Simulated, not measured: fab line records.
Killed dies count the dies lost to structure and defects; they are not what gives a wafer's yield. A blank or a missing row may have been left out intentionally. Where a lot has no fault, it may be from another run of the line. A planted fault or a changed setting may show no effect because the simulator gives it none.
Struck lot and sound lot, side by side	flow n5-finfet	16 out of 1938 route steps
Sound: wafers L436.1, L436.2, L436.5. Struck: wafer L452.6. (L452.3, L452.5 of the same lot were not struck and are left out.) The cause comes at the end.
Per side, at each step with rows, come the tool, then ch with its chambers, and then its first start. Under that, the readings that differ: sound wafers	struck wafers	difference of the means	sigmas: that difference in standard deviations of wafers without a fault.
alike: words and numbers the same on both sides, and readings whose means are apart by under 2 such deviations; not compared: readings that were withheld, readings missing a value for some wafer, numbers with overlapping values and no deviation given by the record, and bounds like >300 which may hide the same value.
A row with sigmas, a row that says differs or no value, or rows on one side alone: a step with any of these is where the two part. Numbers that have no deviation but don't overlap get no sigmas and don't part them. Lack of a reading on every wafer of one side parts them only where that side has two or more wafers.

N5_PMOS_HMC_CHANNEL_EPI_HM_DEP_34: deposits SiO2 from TEOS/O2, target thk 36 nm, time 6.9 s.
  sound on pecvd-01 ch 0,1, day 2 04:34; struck on pecvd-01 ch 1, day 6 05:41
  alike: heater-power-w, showerhead-plenum-p-Torr, showerhead-vpp-V, throttle-valve-pct
then, 7 steps without rows for these wafers: N5_PMOS_HMC_CHANNEL_EPI_COAT_31 (time 60 s, resist thk 66 nm); N5_PMOS_HMC_CHANNEL_EPI_COAT_03 (resist thk 205 nm); N5_PMOS_HMC_CHANNEL_EPI_EBR_05; N5_PMOS_HMC_CHANNEL_EPI_SOFTBAKE_04 (time 60 s); N5_PMOS_HMC_CHANNEL_EPI_EXPOSE_06 (exposes mask PMOS HMC BLK, target cd 240 nm); N5_PMOS_HMC_CHANNEL_EPI_PEB_07 (peb time 60 s); N5_PMOS_HMC_CHANNEL_EPI_DEVELOP_08 (develop time 30 s).
N5_PMOS_HMC_CHANNEL_EPI_CD_MEAS_09: target cd 237.4 nm.
  sound on cd-sem-01 ch 0, day 2 04:59; struck on cd-sem-02 ch 0, day 6 06:05
  alike: cd-nm
N5_PMOS_HMC_CHANNEL_EPI_OVL_MEAS_10:
  sound on overlay-02 ch 0, day 2 05:01; struck on overlay-01 ch 0, day 6 06:07
  alike: PMOS_HMC_BLK_OVL
N5_PMOS_HMC_CHANNEL_EPI_INSPECT_11: inspects for defects (macro).
  sound: defect-inspect-02 at day 2 05:02; struck: defect-inspect-01 at day 6 06:08
  alike: raw-defect-count
N5_PMOS_HMC_CHANNEL_EPI_DESCUM_14: chemistry O2, time 7.9 s.
  sound on rie-diel-06 ch 1,2,3, day 2 05:04; struck on rie-diel-02 ch 3, day 6 06:34
  alike: bias-power-w, drypump-motor-current-A, oes-product-au, rf-vpp-V, showerhead-plenum-p-Torr, throttle-valve-pct
  not compared: rf-hours-counter-h
N5_PMOS_HMC_CHANNEL_EPI_ETCH_32: etches BARC in N2/H2, stops on SiO2, target depth 85.8 nm, time 50.3 s.
  sound on rie-diel-06 ch 1,2,3, day 2 05:06; struck on rie-diel-02 ch 3, day 6 06:36
reading	sound	struck	difference	sigmas
bias-w (W)	150.0 149.2 149.9	143.4	-6.3	-15
rf-vpp-V (V)	520.3 525.8 521.5	510.0	-12.5	-5
  alike: drypump-motor-current-A, oes-product-au, showerhead-plenum-p-Torr, throttle-valve-pct
  not compared: rf-hours-counter-h
N5_PMOS_HMC_CHANNEL_EPI_HM_OPEN_15: chemistry CHF3/O2, target SiO2, target depth 40.6 nm, time 20.3 s.
  sound on rie-diel-06 ch 1,2,3, day 2 05:08; struck on rie-diel-02 ch 3, day 6 06:38
  alike: CHF3_flow_sccm, drypump-motor-current-A, oes_o_777_au, oes-product-au, rf-vpp-V, showerhead-plenum-p-Torr, throttle-valve-pct
  not compared: rf-hours-counter-h
-- here the record skips 9 days between the struck wafers' starts before and after, leaving off in module PMOS_HMC_CHANNEL_EPI and picking up in module BEOL_M4 (first step shown: number 1111 of the route) --
N5_BEOL_M4_RC_MEAS_101:
  sound on prober-01 ch 0, day 13 18:54; struck on prober-02 ch 0, day 15 03:44
  alike: DIBL_N, DIBL_P, IOFF_N, IOFF_P, ION_N, ION_P, SS_N, SS_P, VT_N, VT_P
N5_PASSIVATION_PROBE_49:
  the record has rows for the sound wafers here (prober-02, day 18 10:21) and none for the struck ones

## WHERE THEY PART
First at N5_PMOS_HMC_CHANNEL_EPI_ETCH_32; last, within this record, at N5_PASSIVATION_PROBE_49.

WHY: what had been put in by the simulator
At N5_PMOS_HMC_CHANNEL_EPI_ETCH_32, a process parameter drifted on rie-diel-02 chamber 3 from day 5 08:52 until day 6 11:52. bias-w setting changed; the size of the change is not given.
